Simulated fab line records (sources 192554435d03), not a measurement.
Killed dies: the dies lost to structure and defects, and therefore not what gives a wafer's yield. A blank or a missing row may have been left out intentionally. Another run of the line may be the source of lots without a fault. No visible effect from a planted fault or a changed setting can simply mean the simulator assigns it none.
fab line records | flow n5_finfet | part 1 of 2: steps 1 to 3 of 6
record: lots: 22 wafers: 66 last_day: 19
route steps=1938 shown FIN_SAQP@143 FIN_CUT@173 DUMMY_GATE@234 SD_EPI_N@270
lots that met no fault: taken from a fault-free run of the same line
start_h: start of the lot's first displayed wafer, in hours after the record's first day | wait_h: hours since the lot's step before | " repeats the value in the row above | L1.1+2: a single row standing in for several wafers | - no value, or no start given | * or withheld: withheld | < > ~ a bound
route shown NAME@n: NAME is a module with steps in the file, n the number in the route of the first one | usual: mean/standard deviation of fault-free wafers | same: alike in all rows | chamber/n: place in a boat | sites: the reading at each site | _std_site: the standard deviation of these | _edge_site: the outer-site mean with the inner-site mean subtracted | radius_mm: for every site, how far away it sits from the centre of the wafer | mask NAME#n: copy n | behind: tool/chamber where the wafer was last shaped | hold: why the lot was held/for how many hours/how that ended | device: names the non-switching transistor (n, p or np) | end of line: the tests these same wafers got at the end of their route | a step without rows: its recipe alone | killed: count of dies lost to structure and defects at first sort (not the wafer's yield) | map: the dies of a wafer, with x for killed, . for not killed, _ for no die there
set.NAME: setting as actually run; set.NAME@STEP: the setting as run at that earlier step | model.NAME: the simulator's own value behind a step, which no gauge read
a sample of lots followed through the steps of the route, with each step as a table and each wafer as a row
services: when a tool's chamber went out of use (start_h, in hours from the record's first day, below 0 if earlier), for how many hours, and the reason
== steps ==
step: N5_FIN_SAQP_ETCH_34
recipe: chemistry: C4F6/O2 target: SiO2 target_depth_a: 450 time_s: 15 ion_energy_ev: 250 pressure_mtorr: 30 source_w: 345 bias_w: 185 Ar_flow_sccm: 300 C4F6_flow_sccm: 10 O2_flow_sccm: 10 ends: cleared
usual: drypump_motor_current_A: 5.7/0.39 etch_rf_on_time_s: 15.04/0.26 oes_product_au: 0.66/0.076 rf_vpp_V: 664/12 showerhead_plenum_p_Torr: 2.86/0.047 throttle_valve_pct: 21.07/0.14
columns lot.wafer tool chamber start_h wait_h drypump_motor_current_A etch_rf_on_time_s oes_product_au rf_hours_counter_h rf_vpp_V showerhead_plenum_p_Torr throttle_valve_pct
L074.3 rie_diel-06 2 26.36 0.0 6.3 14.76 0.64 155 690 2.84 21.08
L074.5 " 1 " " 5.8 14.84 0.57 - 661 2.92 21.18
L074.6 " 0 " " 5.8 15.35 0.58 - 674 2.90 21.23
L075.2 rie_diel-05 2 32.00 0.0 5.5 15.22 0.61 170 669 2.85 21.03
L075.3 " 0 " " 6.2 15.04 0.64 124 670 2.85 21.20
L075.5 " 0 " " 6.2 15.06 0.64 - 671 2.85 21.18
L076.1 rie_diel-06 0 38.33 0.0 5.8 15.42 0.58 246 674 2.90 21.24
L076.2 " 3 " " 5.8 15.01 0.66 128 648 2.84 21.01
L076.6 " 0 " " 5.8 15.33 0.58 - 674 2.90 21.24
L077.1 rie_diel-06 0 45.22 0.0 5.8 15.60 0.57 249 675 2.90 21.23
L077.2 " 2 " " 6.3 15.06 0.63 161 690 2.84 21.07
L077.6 " 0 " " 5.8 15.53 0.58 - 673 2.90 21.25
L078.1 rie_diel-05 2 49.86 0.0 5.5 15.43 0.60 177 668 2.85 21.04
L078.3 " 0 " " 6.2 14.85 0.64 131 670 2.85 21.21
L078.4 " 1 " " 5.4 14.85 0.66 - 658 2.83 21.14
L079.1 rie_diel-05 0 56.62 0.0 6.2 14.88 0.64 134 668 2.85 21.19
L079.3 " 1 " " 5.4 14.91 0.66 136 657 2.83 21.13
L079.6 " 0 " " 6.2 14.97 0.64 - 668 2.85 21.22
L080.3 rie_diel-02 3 63.05 0.0 6.4 15.33 0.59 233 656 2.67 21.18
L080.5 " 0 " " 5.2 15.30 0.61 - 655 2.93 21.26
L080.6 " 1 " " 5.0 15.55 0.61 - 661 2.84 21.15
L081.1 rie_diel-06 1 67.73 0.0 5.7 15.04 0.80 5 661 2.92 20.77
L081.2 " 3 " " 5.8 15.25 0.64 140 649 2.84 21.04
L081.5 " 2 " " 6.3 15.27 0.62 - 691 2.83 21.09
L082.1 rie_diel-06 1 74.38 0.0 5.7 14.94 0.79 8 661 2.92 20.78
L082.2 " 3 " " 5.8 15.10 0.64 143 648 2.84 21.04
L082.6 " 0 " " 5.8 14.79 0.84 - 674 2.89 20.91
L083.1 rie_diel-02 1 82.07 0.0 5.0 15.16 0.61 193 660 2.84 21.15
L083.2 " 2 " " 5.8 14.83 0.78 16 649 2.89 20.91
L083.3 " 3 " " 6.4 15.15 0.58 240 657 2.67 21.20
L084.1 rie_diel-06 1 85.91 0.0 5.7 15.02 0.78 12 663 2.91 20.80
L084.5 " 0 " " 5.8 14.94 0.82 - 673 2.89 20.90
L084.6 " 3 " " 5.8 15.13 0.64 - 648 2.84 21.05
L085.1 rie_diel-05 0 94.78 0.0 6.3 15.05 0.63 142 668 2.85 21.22
L085.3 " 3 " " 5.3 14.48 0.83 4 650 2.90 20.80
L085.6 " 1 " " 5.4 14.85 0.65 - 657 2.82 21.16
L086.1 rie_diel-06 3 100.12 0.0 5.9 15.14 0.64 150 648 2.84 21.05
L086.3 " 0 " " 5.8 14.77 0.82 9 673 2.89 20.94
L086.5 " 3 " " 5.8 15.18 0.64 - 648 2.84 21.04
L087.2 rie_diel-06 0 105.05 0.0 5.8 14.70 0.81 11 674 2.89 20.92
L087.5 " 2 " " 6.3 15.00 0.61 - 689 2.83 21.12
L087.6 " 1 " " 5.7 14.66 0.78 - 660 2.91 20.80
L088.3 rie_diel-02 1 111.30 0.0 5.0 15.23 0.61 204 660 2.84 21.19
L088.5 " 3 " " 6.4 15.28 0.58 - 659 2.67 21.21
L088.6 " 0 " " 5.2 15.19 0.61 - 654 2.92 21.32
L090.1 rie_diel-06 3 123.85 0.0 5.8 15.19 0.63 158 648 2.83 21.07
L090.3 " 0 " " 5.8 14.87 0.79 17 673 2.89 20.95
L090.5 " 0 " " 5.8 14.67 0.80 - 673 2.89 20.94
L091.1 rie_diel-05 3 128.32 0.0 5.3 14.28 0.80 12 650 2.89 20.83
L091.4 " 2 " " 5.5 15.28 0.60 201 669 2.84 21.09
L091.6 " 1 " " 5.4 14.83 0.64 - 658 2.82 21.14
L092.2 rie_diel-05 0 134.50 0.0 6.2 15.11 0.62 155 668 2.84 21.23
L092.3 " 2 " " 5.5 15.35 0.60 204 668 2.83 21.10
L092.6 " 1 " " 5.4 15.09 0.64 - 658 2.82 21.16
L093.1 rie_diel-05 2 140.84 0.0 5.5 15.25 0.59 206 669 2.83 21.09
L093.3 " 0 " " 6.2 14.89 0.62 158 670 2.84 21.26
L093.5 " 2 " " 5.5 15.37 0.59 - 667 2.83 21.07
L095.1 rie_diel-05 0 151.84 0.0 6.2 15.16 0.62 160 671 2.84 21.25
L095.4 " 1 " " 5.4 14.85 0.64 164 659 2.82 21.15
L095.6 " 1 " " 5.4 14.78 0.64 - 657 2.82 21.16
L096.1 rie_diel-06 3 157.26 0.0 5.8 15.40 0.63 169 648 2.83 21.09
L096.3 " 2 " " 6.3 15.23 0.60 198 688 2.82 21.12
L096.4 " 0 " " 5.8 14.89 0.77 28 673 2.88 20.95
L097.1 rie_diel-05 3 163.63 0.0 5.3 14.60 0.77 25 650 2.89 20.84
L097.3 " 0 " " 6.2 15.19 0.62 165 669 2.84 21.26
L097.6 " 0 " " 6.2 15.21 0.62 - 670 2.83 21.25
step: N5_FIN_CUT_CUT_ETCH_26
recipe: chemistry: CH3F/O2 target: SiNx target_depth_a: 390 mask_material: SOC time_s: 55.7 pressure_mtorr: 30 source_w: 395 bias_w: 73 Ar_flow_sccm: 150 CH3F_flow_sccm: 30 O2_flow_sccm: 20 ion_energy_ev: 120
usual: drypump_motor_current_A: 5.8/0.54 oes_product_au: 0.76/0.054 rf_vpp_V: 300/4.4 showerhead_plenum_p_Torr: 2.02/0.065 throttle_valve_pct: 16.49/0.17
columns lot.wafer tool chamber start_h wait_h drypump_motor_current_A oes_product_au rf_hours_counter_h rf_vpp_V showerhead_plenum_p_Torr throttle_valve_pct
L074.3 rie_diel-03 1 27.71 0.0 6.1 0.76 153 307 2.09 16.49
L074.5 " 2 " " 4.7 0.79 - 299 2.10 16.69
L074.6 " 1 " " 6.1 0.76 - 307 2.09 16.50
L075.2 rie_diel-03 2 33.45 0.0 4.7 0.79 113 299 2.10 16.68
L075.3 " 0 " " 5.0 0.75 117 294 2.02 16.67
L075.5 " 2 " " 4.7 0.78 - 300 2.10 16.67
L076.1 rie_diel-04 0 40.27 0.0 5.9 0.72 177 303 2.09 16.28
L076.2 " 3 " " 6.0 0.78 130 303 2.01 16.48
L076.6 " 2 " " 5.3 0.71 - 297 1.99 16.58
L077.1 rie_diel-03 2 51.34 0.0 4.7 0.79 118 300 2.10 16.70
L077.2 " 3 " " 6.4 0.91 32 298 1.96 16.18
L077.6 " 0 " " 5.0 0.76 - 293 2.02 16.66
L078.1 rie_diel-01 0 51.57 0.0 6.2 0.70 220 305 1.98 16.30
L078.3 " 3 " " 6.2 0.79 136 299 2.09 16.11
L078.4 " 2 " " 5.7 0.78 126 289 2.10 16.50
L079.1 rie_diel-04 3 58.07 0.0 5.9 0.77 136 303 2.01 16.49
L079.3 " 2 " " 5.3 0.72 230 297 1.99 16.60
L079.6 " 1 " " 6.1 0.82 - 299 1.93 16.58
L080.3 rie_diel-03 3 64.51 0.0 6.4 0.91 35 298 1.96 16.17
L080.5 " 0 " " 5.0 0.76 - 294 2.02 16.66
L080.6 " 1 " " 6.1 0.75 - 306 2.08 16.51
L081.1 rie_diel-01 3 69.20 0.0 6.2 0.78 141 299 2.09 16.11
L081.2 " 2 " " 5.7 0.78 131 290 2.10 16.53
L081.5 " 1 " " 6.2 0.74 - 298 1.92 16.51
L082.1 rie_diel-01 3 75.84 0.0 6.2 0.78 143 297 2.09 16.11
L082.2 " 2 " " 5.6 0.78 133 291 2.10 16.52
L082.6 " 1 " " 6.2 0.72 - 298 1.92 16.53
L083.1 rie_diel-01 1 83.41 0.0 6.3 0.73 162 300 1.92 16.53
L083.2 " 0 " " 6.1 0.68 229 303 1.97 16.31
L083.3 " 2 " " 5.7 0.78 135 290 2.10 16.51
L084.1 rie_diel-03 0 87.36 0.0 5.0 0.75 130 294 2.02 16.67
L084.5 " 1 " " 6.1 0.74 - 306 2.08 16.52
L084.6 " 2 " " 4.7 0.77 - 297 2.10 16.70
L085.1 rie_diel-04 0 96.17 0.0 5.9 0.71 190 302 2.09 16.32
L085.3 " 1 " " 6.1 0.81 94 300 1.93 16.58
L085.6 " 3 " " 5.9 0.76 - 305 2.01 16.50
L086.1 rie_diel-01 2 101.45 0.0 5.7 0.78 140 292 2.09 16.53
L086.3 " 3 " " 6.2 0.77 151 297 2.09 16.13
L086.5 " 3 " " 6.2 0.77 - 300 2.09 16.13
L087.2 rie_diel-04 3 107.42 0.0 5.9 0.75 146 304 2.00 16.53
L087.5 " 2 " " 5.2 0.72 - 298 1.98 16.62
L087.6 " 3 " " 6.0 0.76 - 304 2.00 16.54
L088.3 rie_diel-03 3 112.77 0.0 6.4 0.89 47 296 1.95 16.20
L088.5 " 2 " " 4.7 0.77 - 298 2.09 16.71
L088.6 " 1 " " 6.1 0.73 - 304 2.08 16.53
L090.1 rie_diel-04 0 125.36 0.0 5.9 0.70 198 304 2.09 16.32
L090.3 " 1 " " 6.1 0.81 103 299 1.93 16.61
L090.5 " 0 " " 5.9 0.71 - 304 2.09 16.35
L091.1 rie_diel-03 0 129.78 0.0 5.0 0.75 144 293 2.02 16.70
L091.4 " 1 " " 6.1 0.73 182 308 2.08 16.53
L091.6 " 1 " " 6.1 0.73 - 304 2.08 16.54
L092.2 rie_diel-04 1 135.83 0.0 6.1 0.80 107 298 1.93 16.59
L092.3 " 0 " " 5.9 0.70 202 303 2.08 16.34
L092.6 " 1 " " 6.1 0.81 - 298 1.93 16.63
L093.1 rie_diel-03 1 142.17 0.0 6.1 0.73 185 306 2.07 16.54
L093.3 " 2 " " 4.7 0.76 141 298 2.09 16.73
L093.5 " 3 " " 6.4 0.88 - 299 1.95 16.22
L095.1 rie_diel-03 0 153.25 0.0 5.0 0.74 149 294 2.01 16.72
L095.4 " 2 " " 4.7 0.76 143 300 2.09 16.75
L095.6 " 1 " " 6.1 0.73 - 305 2.07 16.57
L096.1 rie_diel-04 1 158.59 0.0 6.0 0.79 114 299 1.92 16.62
L096.3 " 0 " " 5.9 0.70 210 304 2.08 16.35
L096.4 " 1 " " 6.1 0.79 - 298 1.92 16.63
L097.1 rie_diel-04 3 165.14 0.0 6.0 0.75 164 304 2.00 16.55
L097.3 " 1 " " 6.1 0.79 115 298 1.92 16.62
L097.6 " 0 " " 5.9 0.70 - 304 2.08 16.34
step: N5_DUMMY_GATE_DESCUM_20
recipe: chemistry: O2 time_s: 6.2 source_power_w: 50 bias_power_w: 20 pressure_mtorr: 20 rf_frequency_hz: 2.712e+07 temp_c: 40 resist: CAR-EUV o2_flow_sccm: 225
usual: drypump_motor_current_A: 5.9/0.43 oes_product_au: 0.75/0.042 rf_vpp_V: 243.3/1.3 showerhead_plenum_p_Torr: 2.10/0.073 throttle_valve_pct: 20.49/0.19
columns lot.wafer tool chamber start_h wait_h drypump_motor_current_A oes_product_au rf_hours_counter_h rf_vpp_V showerhead_plenum_p_Torr throttle_valve_pct
L074.3 rie_diel-01 3 45.89 0.0 6.2 0.78 134 245.7 2.20 20.20
L074.5 " 3 " " 6.2 0.78 - 244.3 2.20 20.21
L074.6 " 2 " " 5.7 0.79 - 245.4 2.17 20.43
L075.2 rie_diel-01 1 53.45 0.1 6.2 0.75 154 241.1 1.99 20.50
L075.3 " 3 " " 6.2 0.77 136 245.6 2.19 20.21
L075.5 " 0 " " 6.2 0.71 - 242.8 2.07 20.30
L076.1 rie_diel-01 3 59.02 0.0 6.2 0.77 138 242.9 2.19 20.23
L076.2 " 0 " " 6.2 0.69 222 243.7 2.07 20.27
L076.6 " 1 " " 6.2 0.74 - 242.3 1.99 20.51
L078.1 rie_diel-03 3 70.02 0.0 6.4 0.89 37 242.0 2.05 20.36
L078.3 " 1 " " 6.1 0.75 165 244.9 2.19 20.64
L078.4 " 2 " " 4.7 0.79 122 244.0 2.20 20.82
L077.1 rie_diel-01 0 70.06 0.0 6.2 0.70 225 242.6 2.07 20.29
L077.2 " 2 " " 5.7 0.79 131 245.1 2.17 20.44
L077.6 " 1 " " 6.2 0.74 - 240.6 1.99 20.51
L079.1 rie_diel-01 0 77.82 0.0 6.2 0.69 227 244.6 2.07 20.28
L079.3 " 3 " " 6.2 0.76 143 244.0 2.19 20.23
L079.6 " 0 " " 6.2 0.69 - 242.3 2.07 20.31
L080.3 rie_diel-04 3 82.69 0.0 5.9 0.77 141 243.5 2.08 20.46
L080.5 " 0 " " 5.9 0.72 - 244.7 2.16 20.24
L080.6 " 3 " " 5.9 0.77 - 242.7 2.08 20.43
L081.1 rie_diel-01 1 87.84 0.0 6.2 0.74 164 241.4 1.99 20.51
L081.2 " 0 " " 6.1 0.69 230 242.5 2.07 20.31
L081.5 " 2 " " 5.7 0.79 - 245.1 2.17 20.43
L082.1 rie_diel-04 2 97.43 0.0 5.3 0.71 235 244.2 2.06 20.57
L082.2 " 1 " " 6.2 0.82 95 241.3 2.02 20.68
L082.6 " 1 " " 6.1 0.81 - 243.4 2.02 20.70
L083.1 rie_diel-01 1 101.97 0.0 6.2 0.73 168 242.8 1.99 20.53
L083.2 " 2 " " 5.7 0.78 140 245.1 2.16 20.46
L083.3 " 3 " " 6.2 0.76 151 244.2 2.19 20.22
L084.1 rie_diel-04 0 106.13 0.0 5.9 0.71 193 245.1 2.16 20.24
L084.5 " 2 " " 5.3 0.70 - 243.9 2.06 20.58
L084.6 " 1 " " 6.1 0.82 - 241.4 2.02 20.68
L085.1 rie_diel-04 0 114.89 0.1 5.9 0.71 196 243.7 2.16 20.24
L085.3 " 1 " " 6.1 0.82 100 242.0 2.02 20.70
L085.6 " 2 " " 5.2 0.70 - 242.8 2.06 20.60
L086.1 rie_diel-01 0 122.14 0.0 6.2 0.69 239 242.5 2.06 20.32
L086.3 " 3 " " 6.2 0.76 157 244.1 2.19 20.24
L086.5 " 2 " " 5.7 0.78 - 244.0 2.16 20.46
L087.2 rie_diel-04 1 125.98 0.1 6.1 0.81 103 241.5 2.02 20.69
L087.5 " 3 " " 5.9 0.76 - 243.8 2.07 20.44
L087.6 " 0 " " 5.9 0.71 - 245.0 2.16 20.26
L088.3 rie_diel-03 1 133.33 0.1 6.1 0.74 183 243.3 2.19 20.68
L088.5 " 1 " " 6.1 0.74 - 244.4 2.19 20.69
L088.6 " 0 " " 5.0 0.74 - 242.5 2.10 20.80
L090.1 rie_diel-01 2 145.55 0.0 5.7 0.77 153 244.6 2.16 20.48
L090.3 " 0 " " 6.2 0.68 245 242.8 2.06 20.35
L090.5 " 2 " " 5.7 0.77 - 245.3 2.16 20.47
L091.1 rie_diel-03 1 148.05 0.0 6.1 0.74 186 245.1 2.19 20.66
L091.4 " 0 " " 5.0 0.74 148 243.6 2.10 20.83
L091.6 " 3 " " 6.4 0.87 - 242.0 2.05 20.38
L092.2 rie_diel-03 1 154.09 0.0 6.1 0.73 188 245.1 2.18 20.69
L092.3 " 0 " " 5.0 0.74 149 243.0 2.10 20.82
L092.6 " 0 " " 5.0 0.73 - 243.6 2.10 20.82
L093.1 rie_diel-03 3 162.10 0.0 6.4 0.87 59 242.3 2.05 20.40
L093.3 " 2 " " 4.7 0.77 144 243.9 2.19 20.87
L093.5 " 1 " " 6.1 0.74 - 245.0 2.18 20.69
L095.1 rie_diel-04 1 171.35 0.0 6.0 0.79 117 240.9 2.01 20.70
L095.4 " 3 " " 5.9 0.75 166 244.0 2.07 20.49
L095.6 " 2 " " 5.2 0.71 - 242.3 2.06 20.61
L096.1 rie_diel-04 1 176.59 0.0 6.1 0.79 118 241.9 2.01 20.71
L096.3 " 3 " " 5.9 0.74 167 241.7 2.07 20.49
L096.4 " 3 " " 5.9 0.74 - 243.7 2.07 20.47
L097.1 rie_diel-01 1 183.41 0.0 6.2 0.71 189 243.1 1.98 20.56
L097.3 " 2 " " 5.7 0.76 - 243.9 2.16 20.49
L097.6 " 1 " " 6.2 0.72 - 241.4 1.98 20.56
